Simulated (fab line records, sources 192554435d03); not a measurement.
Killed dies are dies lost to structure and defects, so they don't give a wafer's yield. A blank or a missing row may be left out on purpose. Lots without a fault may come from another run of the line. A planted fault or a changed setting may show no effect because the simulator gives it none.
Chamber matching | flow n5_finfet | N5_BEOL_M0_SAQP_PECVD_03 on pecvd-02: 3 sister chambers
The step deposits SiCN from 3MS/NH3, target thk 12 nm, time 21.1 s. 6 wafers are shown with their chamber, then 7 later ones without.

WAFERS WITH THEIR CHAMBER
wafer  | chamber | rf_fwd_power_W (W) | throttle_valve_pct (%)
L796.4 | 2       | 199.2              | 9.1
L802.6 | 0       | 198.3              | 8.8
L803.1 | 2       | 199.0              | 9.2
L803.4 | 1       | 200.1              | 8.9
L807.1 | 1       | 200.8              | 8.8
L807.3 | 0       | 198.7              | 8.6

WAFERS WITHOUT THEIR CHAMBER
wafer  | rf_fwd_power_W (W) | throttle_valve_pct (%)
L807.5 | 198.4              | 8.7
L808.3 | 200.0              | 8.9
L808.5 | 199.4              | 9.1
L808.6 | 199.5              | 8.6
L816.2 | 198.1              | 8.9
L816.5 | 197.9              | 8.9
L816.6 | 199.2              | 9.2

WHICH CHAMBER EACH WENT THROUGH
wafer  | from the rows above     | in truth
L807.5 | 0                       | 0
L808.3 | 1                       | 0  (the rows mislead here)
L808.5 | 2                       | 2
L808.6 | can't be placed: 0 or 1 | 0
L816.2 | can't be placed: 0 or 2 | 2
L816.5 | can't be placed: 0 or 2 | 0
L816.6 | 2                       | 2
Placed correctly: 3 of 7. Can't be placed from these rows: 3 (the true chamber is among the candidates in 3). Placed wrongly: 1.
How it was worked out, from the rows above alone: a wafer's distance from a chamber is the root of the sum, over the readings, of the square of ((its reading less the chamber's mean) divided by the reading's scatter). The wafer belongs to the nearest chamber; if the next one is less than 2 further off, it can't be placed. A chamber's mean is the mean of its shown wafers. The scatter: the root of (the sum of the squares of (reading less its chamber's mean) over the shown wafers, divided by (wafers less chambers)).
